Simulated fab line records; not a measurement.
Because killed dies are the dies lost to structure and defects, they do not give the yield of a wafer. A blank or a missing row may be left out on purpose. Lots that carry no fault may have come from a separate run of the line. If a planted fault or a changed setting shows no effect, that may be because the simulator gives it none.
One fault seen from 2 desks ; flow nand harc ; numbers are kept per desk, each desk with only its own; the story behind them comes last

## TOOL OWNER'S DESK, litho track-06
The tool's own readings at NHARC_P_M0_PEB_07 (peb time 65 s): means of the sampled wafers that have a number, for each lot that ran on this tool. Any lot whose mean is over 4 standard deviations away from the usual mean is out of limits and marked OUT; that distance is given in the brackets.
Columns: A = heater power total W at NHARC_P_M0_PEB_07, usual 156.6 W; B = plate temp C at NHARC_P_M0_PEB_07, usual 99.99 C
lot;first seen here;A;B
L638;day 6 05:06;156.4;100.04
L640;day 6 14:39;157.0;100.06
L642;day 6 19:49;156.8;99.97
L649;day 8 09:25;156.7;99.97
L653;day 10 02:20;148.7 (-19) OUT;95.95 (-29) OUT
L655;day 10 04:03;148.2 (-20) OUT;96.33 (-26) OUT
This desk finds L653, L655 out of limits, L653 being first, at day 10 02:20 (heater power total W at NHARC_P_M0_PEB_07). Within limits: L638, L640, L642, L649.

## THE DEFECT DESK
Lot by lot, what the route's inspections counted, given as the mean of those sampled wafers with a number. Any lot whose mean is over 4 standard deviations away from the usual mean is out of limits and marked OUT; that distance is given in the brackets.
Columns: A = raw defect count at NHARC_P_M0_INSPECT_11, usual 3.6
lot;first seen here;A
L638;day 6 05:19;3.0
L639;day 6 05:47;3.3
L640;day 6 14:52;5.0
L642;day 6 20:02;3.7
L645;day 7 10:34;2.7
L648;day 8 08:50;3.0
L649;day 8 09:37;3.0
L650;day 9 03:15;5.3
L653;day 10 02:32;2.7
L655;day 10 04:15;2.3
L656;day 10 04:45;2.3
L657;day 10 08:40;1.7
L658;day 10 16:11;4.3
L661;day 11 07:57;4.0
This desk's verdict: no lot among the 14 shows anything out of limits.

## ALL TOGETHER
The tool owner's desk had the chance to raise an alarm at day 10 02:20 on L653, L655.
Nothing out of limits was seen by the defect desk.
The defect desk has L653, L655 on record, within its limits.
Of the lots named, all ran NHARC_P_M0_PEB_07 on litho track-06.

## WHAT THE SIMULATOR HAD INSERTED
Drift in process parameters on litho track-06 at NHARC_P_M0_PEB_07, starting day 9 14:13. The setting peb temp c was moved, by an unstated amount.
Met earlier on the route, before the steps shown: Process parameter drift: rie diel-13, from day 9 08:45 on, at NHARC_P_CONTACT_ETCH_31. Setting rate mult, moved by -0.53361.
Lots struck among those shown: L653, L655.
Time in hours from fault onset to the first out-of-limits reading at each desk: the tool owner's desk, 12.
